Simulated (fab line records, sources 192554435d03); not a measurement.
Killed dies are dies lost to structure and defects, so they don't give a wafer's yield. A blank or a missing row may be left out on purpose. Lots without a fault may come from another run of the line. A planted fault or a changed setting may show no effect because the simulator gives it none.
fab line records | flow n5_finfet
record lots=4 wafers=12 last_day=18
route steps=1938 shown BEOL_M4@1103 BEOL_M5@1112
lots that met no fault: from a run of the same line without faults
start_h: hours from the record's first day to the start of the lot's first wafer shown | wait_h: hours since the lot's step before | " the same as in the row above | L1.1+2: a row that stands for several wafers | - no value, or no start given | * or withheld: withheld | < > ~ a bound
route shown NAME@n: a module of which the file shows steps, and the number in the route of the first | usual: mean/standard deviation of fault-free wafers | same: alike in all rows | chamber/n: place in a boat | sites: the reading at each site | _std_site: their standard deviation | _edge_site: outer sites' mean less inner sites' | radius_mm: how far each site lies from the wafer's centre | mask NAME#n: copy n | behind: the tool/chamber that last shaped the wafer | hold: why the lot was held/for how many hours/how that ended | device: the transistor (n, p or np) that didn't switch | end of line: the same wafers' tests at the end of the route | a step without rows: its recipe alone | killed: dies lost to structure and defects at the first sort, not the wafer's yield | map: a wafer's dies, x killed, . not, _ none there
set.NAME: the setting as run; set.NAME@STEP: as run at that earlier step | model.NAME: the simulator's own value behind a step, which no gauge read
lots at some steps of the route; a table a step, a row a wafer
services: from which hour (start_h, from the record's first day; less than 0 if before it) a tool's chamber was out of use, for how many hours, and why
## steps
# step N5_BEOL_M4_CMP_52
# recipe stop_on=SiOC t_overpolish_s=6.8 down_force_psi=1 platen_rpm=50 clearing_platen_down_force_psi=1.5 clearing_platen_rpm=50 post_cmp_clean=cu_alkaline target_thk_nm=40 clearing_platen_pad_velocity_m_s=0.99484 pad_velocity_m_s=0.99484
# step N5_BEOL_M4_PRE_CLEAN_60
# recipe gas=NH3/H2 time_s=15 temp_c=* rf_power_w=300
# step N5_BEOL_M4_CO_CAP_55
# recipe material=Co target_thk_a=20 temp_c=200 precursor=CCTBA/H2 pressure_torr=30 time_s=102.1
# step N5_BEOL_M4_PRE_CLEAN_56
# recipe gas=NH3 time_s=15 temp_c=withheld rf_power_w=300
# step N5_BEOL_M4_DEP_57
# recipe material=SiCN target_thk_a=80 temp_c=withheld precursor=3MS/NH3 pressure_torr=3 rf_w=202 time_s=14
# step N5_BEOL_M5_ILD_DEP_00
# recipe material=SiCOH_lowk target_thk_a=1406.4 temp_c=300 precursor=DEMS/porogen pressure_torr=5 rf_w=500 time_s=25.9
# step N5_BEOL_M5_CURE_79
# recipe temp_c=385 time_s=240 ambient=He/Ar material=SiCOH_lowk
# step N5_BEOL_M5_PECVD_70
# recipe material=SiO2 target_thk_a=160 temp_c=400 precursor=TEOS/O2 pressure_torr=5.5 rf_w=450 teos_flow_sccm=53.8 gas=O2 flow_sccm=3000 time_s=18
# usual chamber_pressure_Torr=5.499/0.012 heater_power_w=691/120 showerhead_plenum_p_Torr=8.77/0.047 throttle_valve_pct=21.8/1
# columns lot.wafer tool chamber start_h wait_h chamber_pressure_Torr heater_power_w showerhead_plenum_p_Torr throttle_valve_pct model.SiO2_of_BEOL_M5_PECVD_70.thk_nm
L237.1 pecvd-01 2 196.63 0.0 5.500 575 8.77 21.8 15.8
L237.3 " 1 " " 5.494 929 8.78 23.8 15.8
L237.4 " 0 " " 5.484 639 8.84 21.1 16.4
L250.2 pecvd-01 1 269.50 0.0 5.509 935 8.75 23.7 16
L250.3 " 0 " " 5.510 606 8.87 21.1 21.2
L250.5 " 0 " " 5.511 604 8.86 21.0 21.6
L251.4 pecvd-01 0 274.99 0.1 5.506 541 8.83 21.1 21.4
L251.5 " 1 " " 5.502 957 8.76 23.4 21.2
L251.6 " 0 " " 5.494 556 8.82 21.3 16.4
L258.2 pecvd-04 0 320.02 0.0 5.468 692 8.77 21.8 16
L258.4 " 1 " " 5.481 696 8.71 22.6 16.2
L258.6 " 2 " " 5.488 766 8.74 21.9 16.2
# step N5_BEOL_M5_HM_DEP_02
# recipe material=TiN target_thk_a=200 temp_c=25 chamber_pressure_pa=0.49996
# step N5_BEOL_M5_COAT_59
# recipe resist=SOC temp_c=250 time_s=60 spin_rpm=1500 resist_thk_nm=60
# step N5_BEOL_M5_COAT_60
# recipe resist=SiARC temp_c=220 time_s=60 spin_rpm=1500 resist_thk_nm=12
# step N5_BEOL_M5_COAT_71
# recipe resist=underlayer temp_c=205 time_s=60 spin_rpm=1500 resist_thk_nm=5
# step N5_BEOL_M5_COAT_05
# recipe resist=CAR-EUV spin_rpm=1500 resist_thk_nm=30
# step N5_BEOL_M5_EBR_07
# recipe solvent=PGMEA ebr_width_mm=1.5
# step N5_BEOL_M5_SOFTBAKE_06
# recipe temp_c=110 time_s=60 resist=CAR-EUV
# step N5_BEOL_M5_EXPOSE_08
# recipe mask_id=M5 na=0.33 source_shape=annular sigma_inner=0.4 sigma_outer=0.8 polarization=unpolarized target_cd_nm=28 dose_mj=35.75
# step N5_BEOL_M5_PEB_09
# recipe peb_temp_c=100 peb_time_s=60 resist=CAR-EUV
# step N5_BEOL_M5_DEVELOP_10
# recipe develop_time_s=30 developer=TMAH resist=CAR-EUV rinse_liquid=surfactant_rinse dry=air_spin dev_temp_c=23
# step N5_BEOL_M5_DESCUM_16
# recipe chemistry=O2 time_s=7 source_power_w=50 bias_power_w=20 pressure_mtorr=20 rf_frequency_hz=2.712e+07 temp_c=40 resist=CAR-EUV o2_flow_sccm=225
# step N5_BEOL_M5_ETCH_72
# recipe chemistry=N2/H2 target=underlayer target_depth_a=65 mask_material=CAR-EUV time_s=5.2 ion_energy_ev=200 pressure_mtorr=30 source_w=840 bias_w=150 n2_flow_sccm=200 h2_flow_sccm=200 ends=cleared
# step N5_BEOL_M5_ETCH_61
# recipe chemistry=CF4 target=SiARC target_depth_a=156 mask_material=CAR-EUV time_s=26 ion_energy_ev=80 pressure_mtorr=40 source_w=545 bias_w=36 Ar_flow_sccm=100 cf4_flow_sccm=100 ends=cleared
# step N5_BEOL_M5_ETCH_62
# recipe chemistry=N2/H2 target=SOC target_depth_a=750 overetch_a=150 mask_material=SiARC temp_c=40 time_s=112.5 ion_energy_ev=200 pressure_mtorr=30 source_w=840 bias_w=150 n2_flow_sccm=200 h2_flow_sccm=200
# step N5_BEOL_M5_STRIP_63
# recipe chemistry=N2/H2 temp_c=40 n2_flow_sccm=200 h2_flow_sccm=200 rf_frequency_hz=6e+07
# step N5_BEOL_M5_STRIP_73
# recipe chemistry=N2/H2 temp_c=40 n2_flow_sccm=200 h2_flow_sccm=200 rf_frequency_hz=6e+07
# step N5_BEOL_M5_STRIP_64
# recipe chemistry=CF4 resist=SiARC power_w=300 bias_power_w=75 pressure_mtorr=50 cf4_flow_sccm=150 rf_frequency_hz=6e+07
# step N5_BEOL_M5_HM_OPEN_17
# recipe chemistry=Cl2/BCl3 target_depth_a=200 overetch_a=60 target=TiN mask_material=SOC ion_energy_ev=150 pressure_mtorr=10 icp_w=1000 bias_w=126 Cl2_flow_sccm=53.25 bcl3_flow_sccm=21.75 Ar_flow_sccm=25
# step N5_BEOL_M5_STRIP_19
# recipe chemistry=O2 power_w=400 temp_c=40 pressure_mtorr=30 rf_frequency_hz=6e+07 bias_power_w=0 overash_fraction=0.2 o2_flow_sccm=225
# step N5_BEOL_M5_COAT_65
# recipe resist=SOC temp_c=250 time_s=60 spin_rpm=1500 resist_thk_nm=60
# step N5_BEOL_M5_COAT_66
# recipe resist=SiARC temp_c=220 time_s=60 spin_rpm=1500 resist_thk_nm=12
# step N5_BEOL_M5_COAT_74
# recipe resist=underlayer temp_c=205 time_s=60 spin_rpm=1500 resist_thk_nm=5
# step N5_BEOL_M5_COAT_22
# recipe resist=CAR-EUV spin_rpm=1500 resist_thk_nm=30
# step N5_BEOL_M5_EBR_24
# recipe solvent=PGMEA ebr_width_mm=1.5
# step N5_BEOL_M5_SOFTBAKE_23
# recipe temp_c=110 time_s=60 resist=CAR-EUV
# step N5_BEOL_M5_HM_STRIP_39
# recipe chemistry=peroxide_tin_strip material=TiN target_depth_a=250 temp_c=50 time_s=158
# usual bath_heat_duty_pct=7.4/0.89 temp_c=50.01/0.12
# columns lot.wafer tool chamber start_h wait_h bath_heat_duty_pct temp_c model.SiO2_of_BEOL_M5_PECVD_70.thk_nm
L237.1 wet_bench-03 4 200.27 0.0 8.1 50.11 15.6
L237.3 " 6 " " 7.2 50.01 15.6
L237.4 " 1 " " 7.9 49.93 16.2
L250.2 wet_bench-02 2 272.52 0.0 6.9 49.88 15.8
L250.3 " 4 " " 8.5 50.07 21
L250.5 " 0 " " 8.3 50.04 21.4
L251.4 wet_bench-02 4 278.78 0.0 8.1 50.00 21.4
L251.5 " 1 " " 9.2 50.12 21.2
L251.6 " 7 " " 7.1 50.04 16.2
L258.2 wet_bench-05 1 322.97 0.0 6.6 49.97 15.8
L258.4 " 0 " " 6.6 49.82 16.2
L258.6 " 6 " " 7.4 50.01 16
# step N5_BEOL_M5_CMP_52
# recipe stop_on=SiCOH_lowk t_overpolish_s=6.9 down_force_psi=1 platen_rpm=50 clearing_platen_down_force_psi=1.5 clearing_platen_rpm=50 post_cmp_clean=cu_alkaline target_thk_nm=62 clearing_platen_pad_velocity_m_s=0.99484 pad_velocity_m_s=0.99484
# usual barrier_field_endpoint_s=24.5/0.79 motor_current_A=6.1/0.66
# columns lot.wafer tool chamber start_h wait_h barrier_field_endpoint_s motor_current_A
L237.3 cmp-04 0 206.45 0.2 25.7 6.1
L237.4 " 1 " " 24.7 7.0
L237.1 " 3 " " 24.3 6.1
L250.2 cmp-04 2 278.60 0.2 23.7 5.0
L250.3 " 0 " " 32.1 6.3
L250.5 " 3 " " 30.5 6.5
L251.4 cmp-01 0 284.91 0.2 31.4 6.4
L251.6 " 2 " " 24.3 6.2
L251.5 " 3 " " 30.0 5.3
L258.2 cmp-03 1 333.57 0.2 24.6 7.5
L258.4 " 2 " " 24.0 6.1
L258.6 " 1 " " 24.7 7.6
## services
# columns tool chamber start_h hours kind
pecvd-04 1 199.84 2.1 scheduled_down
cmp-03 - 209.40 4.8 pm
cmp-04 - 214.94 4.2 pm
pecvd-01 - 216.10 0.8 repair
cmp-01 - 218.45 0.2 repair
wet_bench-02 - 222.71 3.5 repair
cmp-04 - 223.44 4.0 pm
cmp-01 - 227.34 0.2 repair
cmp-04 - 227.44 - consumable_replace:conditioner
cmp-04 - 227.44 - consumable_replace:pad
cmp-01 - 231.05 4.0 pm
cmp-01 - 248.78 5.1 pm
cmp-01 - 253.92 8.5 pm
cmp-04 - 261.59 0.5 repair
pecvd-01 2 263.32 2.1 scheduled_down
pecvd-04 - 270.79 3.2 repair
pecvd-01 2 272.76 7.5 repair
cmp-04 - 281.53 0.5 repair
cmp-03 - 296.81 5.0 repair
cmp-03 - 304.61 1.0 repair
cmp-01 - 308.38 0.3 repair
pecvd-01 2 310.46 16.5 scheduled_down
cmp-01 - 313.28 1.9 repair
pecvd-01 - 316.00 14.6 pm
## key
first_sign step=N5_BEOL_M5_CMP_52 reading=barrier_field_endpoint_s direction=up sigmas=8.3 usual=24.5 struck=31.0
effect none on later readings
model_effect step=N5_BEOL_M5_PECVD_70 value=SiO2_of_BEOL_M5_PECVD_70.thk_nm without=16.15 struck=21.35
model_effect step=N5_BEOL_M5_HM_STRIP_39 value=SiO2_of_BEOL_M5_PECVD_70.thk_nm without=15.95 struck=21.25
met_at N5_BEOL_M5_PECVD_70
struck_wafers L250.3,L250.5,L251.4,L251.5
onset_between 196.63 269.50
fault kind=process_parameter_drift tool=pecvd-01 chamber=- onset_h=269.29 steps=N5_BEOL_M5_PECVD_70 channel=time_s offset=* shape=step end_h=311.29 scope=struck_wafers_only acts_in=* stated=*
